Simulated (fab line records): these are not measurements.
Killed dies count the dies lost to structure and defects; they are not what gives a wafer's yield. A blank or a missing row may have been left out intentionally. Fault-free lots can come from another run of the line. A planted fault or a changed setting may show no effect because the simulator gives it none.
Chamber matching || flow n5-finfet || N5_BEOL_M11_PECVD_70 on pecvd-01 has 3 sister chambers
The step deposits SiO2 from TEOS/O2, target thk 20 nm, time 22.7 s. 6 wafers are shown with their chamber, then 12 later ones without.

## WAFERS PAIRED WITH THEIR CHAMBERS
{"wafer": "L079.6", "chamber": 0, "throttle-valve-pct (%)": 25.5, "showerhead-plenum-p-Torr (Torr)": 8.71}
{"wafer": "L089.4", "chamber": 0, "throttle-valve-pct (%)": 25.4, "showerhead-plenum-p-Torr (Torr)": 8.70}
{"wafer": "L089.5", "chamber": 1, "throttle-valve-pct (%)": 24.6, "showerhead-plenum-p-Torr (Torr)": 8.76}
{"wafer": "L087.2", "chamber": 2, "throttle-valve-pct (%)": 21.0, "showerhead-plenum-p-Torr (Torr)": 8.76}
{"wafer": "L087.4", "chamber": 2, "throttle-valve-pct (%)": 21.4, "showerhead-plenum-p-Torr (Torr)": 8.75}
{"wafer": "L087.5", "chamber": 1, "throttle-valve-pct (%)": 25.0, "showerhead-plenum-p-Torr (Torr)": 8.80}

## WAFERS WITHOUT THEIR CHAMBER
{"wafer": "L090.2", "throttle-valve-pct (%)": 20.9, "showerhead-plenum-p-Torr (Torr)": 8.76}
{"wafer": "L090.3", "throttle-valve-pct (%)": 25.7, "showerhead-plenum-p-Torr (Torr)": 8.70}
{"wafer": "L090.6", "throttle-valve-pct (%)": 25.1, "showerhead-plenum-p-Torr (Torr)": 8.79}
{"wafer": "L092.1", "throttle-valve-pct (%)": 25.0, "showerhead-plenum-p-Torr (Torr)": 8.81}
{"wafer": "L092.4", "throttle-valve-pct (%)": 24.7, "showerhead-plenum-p-Torr (Torr)": 8.76}
{"wafer": "L092.5", "throttle-valve-pct (%)": 21.4, "showerhead-plenum-p-Torr (Torr)": 8.74}
{"wafer": "L097.2", "throttle-valve-pct (%)": 25.6, "showerhead-plenum-p-Torr (Torr)": 8.72}
{"wafer": "L097.3", "throttle-valve-pct (%)": 21.2, "showerhead-plenum-p-Torr (Torr)": 8.77}
{"wafer": "L097.5", "throttle-valve-pct (%)": 25.2, "showerhead-plenum-p-Torr (Torr)": 8.78}
{"wafer": "L096.1", "throttle-valve-pct (%)": 21.1, "showerhead-plenum-p-Torr (Torr)": 8.73}
{"wafer": "L096.3", "throttle-valve-pct (%)": 24.8, "showerhead-plenum-p-Torr (Torr)": 8.76}
{"wafer": "L096.6", "throttle-valve-pct (%)": 25.8, "showerhead-plenum-p-Torr (Torr)": 8.71}

## WHICH CHAMBER EACH WENT THROUGH
{"wafer": "L090.2", "from the rows above": 2, "in truth": 2}
{"wafer": "L090.3", "from the rows above": 0, "in truth": 0}
{"wafer": "L090.6", "from the rows above": 1, "in truth": 1}
{"wafer": "L092.1", "from the rows above": 1, "in truth": 1}
{"wafer": "L092.4", "from the rows above": 1, "in truth": 1}
{"wafer": "L092.5", "from the rows above": 2, "in truth": 2}
{"wafer": "L097.2", "from the rows above": 0, "in truth": 0}
{"wafer": "L097.3", "from the rows above": 2, "in truth": 2}
{"wafer": "L097.5", "from the rows above": 1, "in truth": 1}
{"wafer": "L096.1", "from the rows above": 2, "in truth": 2}
{"wafer": "L096.3", "from the rows above": 1, "in truth": 1}
{"wafer": "L096.6", "from the rows above": 0, "in truth": 0}
Correct placement for 12 of the 12. Can't be placed from these rows: 0. Wrongly placed: 0.
How it was worked out, from the rows above alone: a wafer's distance from a chamber is the root of the sum, over the readings, of the square of ((its reading less the chamber's mean) divided by the reading's scatter). If the next closest chamber is less than 2 further off than the closest, the wafer can't be placed; otherwise it belongs to the closest. Each chamber's mean is taken over the wafers shown for it. The scatter: take each reading less its chamber's mean, square it, sum over the shown wafers, divide by the number of wafers less the number of chambers, and take the root.
